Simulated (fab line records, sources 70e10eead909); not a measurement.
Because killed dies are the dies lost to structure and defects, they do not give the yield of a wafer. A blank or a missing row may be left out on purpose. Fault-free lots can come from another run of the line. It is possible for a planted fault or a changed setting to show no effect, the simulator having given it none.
One fault through the eyes of 2 desks | flow nandHarc | numbers are kept per desk, each desk with only its own; the story behind them comes last

AT THE TOOL OWNER'S DESK: rieDiel-01
The tool's own readings at NHARC_A_STAIRCASE_TRIM_224 (chemistry O2, time 211.2 s): means of the sampled wafers that have a number, for each lot that ran on this tool. The brackets show how far a lot's mean lies from the usual mean; more than 4 standard deviations puts the lot out of limits, marked OUT.
Columns: A = drypumpMotorCurrentA at NHARC_A_STAIRCASE_TRIM_224, usual 5.7 A; B = mfcArSccm at NHARC_A_STAIRCASE_TRIM_224, usual 0.010 sccm; C = oesProductAu at NHARC_A_STAIRCASE_TRIM_224, usual 0.997 a.u.; D = rfVppV at NHARC_A_STAIRCASE_TRIM_224, usual 58.0 V; E = showerheadPlenumPTorr at NHARC_A_STAIRCASE_TRIM_224, usual 3.55 Torr; F = throttleValvePct at NHARC_A_STAIRCASE_TRIM_224, usual 17.037 %
lot  | first seen here | A   | B     | C     | D    | E    | F
L615 | day 16 07:56    | 5.9 | 0.000 | 1.007 | 57.3 | 3.41 | 17.037
L617 | day 17 19:46    | 6.3 | 0.000 | 0.997 | 57.8 | 3.59 | 17.027
L619 | day 18 02:47    | 6.2 | 0.000 | 0.994 | 58.4 | 3.47 | 17.042
L623 | day 19 09:12    | 6.3 | 0.000 | 0.994 | 57.0 | 3.59 | 17.035
L628 | day 22 02:16    | 6.3 | 0.000 | 1.008 | 58.1 | 3.70 | 17.036
Finding of this desk: none of the 5 lots has anything out of limits.

AT THE METROLOGY DESK
Means of the sampled wafers that have a number, per lot and without regard to the tool the lot ran on: this is what the gauges read. The brackets show how far a lot's mean lies from the usual mean; more than 4 standard deviations puts the lot out of limits, marked OUT.
Columns: A = cdNm at NHARC_THIN_TSV_CD_MEAS_16, usual 999.6 nm
lot  | first seen here | A
L615 | day 24 09:55    | 999.8
L616 | day 24 16:04    | 1001.5
L617 | day 26 02:51    | 998.6
L619 | day 26 09:23    | 999.7
L618 | day 26 10:24    | 998.4
L621 | day 26 14:53    | 999.1
L623 | day 27 08:18    | 999.7
L628 | day 29 11:54    | 999.1
L632 | day 32 03:55    | 997.7
L633 | day 32 04:36    | 1000.3
L635 | day 32 12:44    | 999.8
L634 | day 32 13:58    | 998.8
L637 | day 33 15:01    | 1003.1
Finding of this desk: none of the 13 lots has anything out of limits.

ALL TOGETHER
The desk of the tool owner found nothing out of limits.
Nothing out of limits was seen by the metrology desk.

WHAT WAS PUT IN BY THE SIMULATOR
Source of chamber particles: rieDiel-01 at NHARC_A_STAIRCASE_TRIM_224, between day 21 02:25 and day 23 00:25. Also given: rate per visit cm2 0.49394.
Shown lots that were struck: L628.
